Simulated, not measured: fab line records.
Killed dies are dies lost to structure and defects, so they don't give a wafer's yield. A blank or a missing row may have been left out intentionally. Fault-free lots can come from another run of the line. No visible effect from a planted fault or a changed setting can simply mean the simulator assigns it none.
Chamber matching :: flow n5_finfet :: 4 sister chambers for N5_STI_FIN_REVEAL_ETCHBACK_08 on rie_diel-01
The step etches SiO2 in C4F6/O2, target depth 30.5 nm, time 10.167 s. 4 wafers are shown with their chamber, then 8 later ones without.

WAFERS PAIRED WITH THEIR CHAMBERS
wafer: L076.4
chamber: 3
showerhead_plenum_p_Torr (Torr): 2.70

wafer: L079.3
chamber: 0
showerhead_plenum_p_Torr (Torr): 3.00

wafer: L082.6
chamber: 1
showerhead_plenum_p_Torr (Torr): 2.81

wafer: L086.2
chamber: 2
showerhead_plenum_p_Torr (Torr): 2.94

WAFERS WITH NO CHAMBER GIVEN
wafer: L086.3
showerhead_plenum_p_Torr (Torr): 2.80

wafer: L086.6
showerhead_plenum_p_Torr (Torr): 2.99

wafer: L088.1
showerhead_plenum_p_Torr (Torr): 2.80

wafer: L088.5
showerhead_plenum_p_Torr (Torr): 2.94

wafer: L088.6
showerhead_plenum_p_Torr (Torr): 3.03

wafer: L097.2
showerhead_plenum_p_Torr (Torr): 2.93

wafer: L097.4
showerhead_plenum_p_Torr (Torr): 2.98

wafer: L097.5
showerhead_plenum_p_Torr (Torr): 2.93

WHICH CHAMBER EACH WENT THROUGH
wafer: L086.3
from the rows above: 1
in truth: 1

wafer: L086.6
from the rows above: 0
in truth: 0

wafer: L088.1
from the rows above: 1
in truth: 1

wafer: L088.5
from the rows above: 2
in truth: 2

wafer: L088.6
from the rows above: 0
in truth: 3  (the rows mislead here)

wafer: L097.2
from the rows above: 2
in truth: 2

wafer: L097.4
from the rows above: can't be placed: 0 or 2
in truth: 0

wafer: L097.5
from the rows above: 2
in truth: 2
Placed correctly: 6 of 8. Can't be placed from these rows: 1 (the true chamber is among the candidates in 1). Number placed wrongly: 1.
How it was worked out, from the rows above alone: a wafer's distance from a chamber is the root of the sum, over the readings, of the square of ((its reading less the chamber's mean) divided by the reading's scatter). If the next closest chamber is less than 2 further off than the closest, the wafer can't be placed; otherwise it belongs to the closest. A chamber's mean is the mean of its shown wafers. The scatter: with one shown wafer a chamber, the root of the mean of the squares of how far each hidden wafer lies from its nearest shown one.
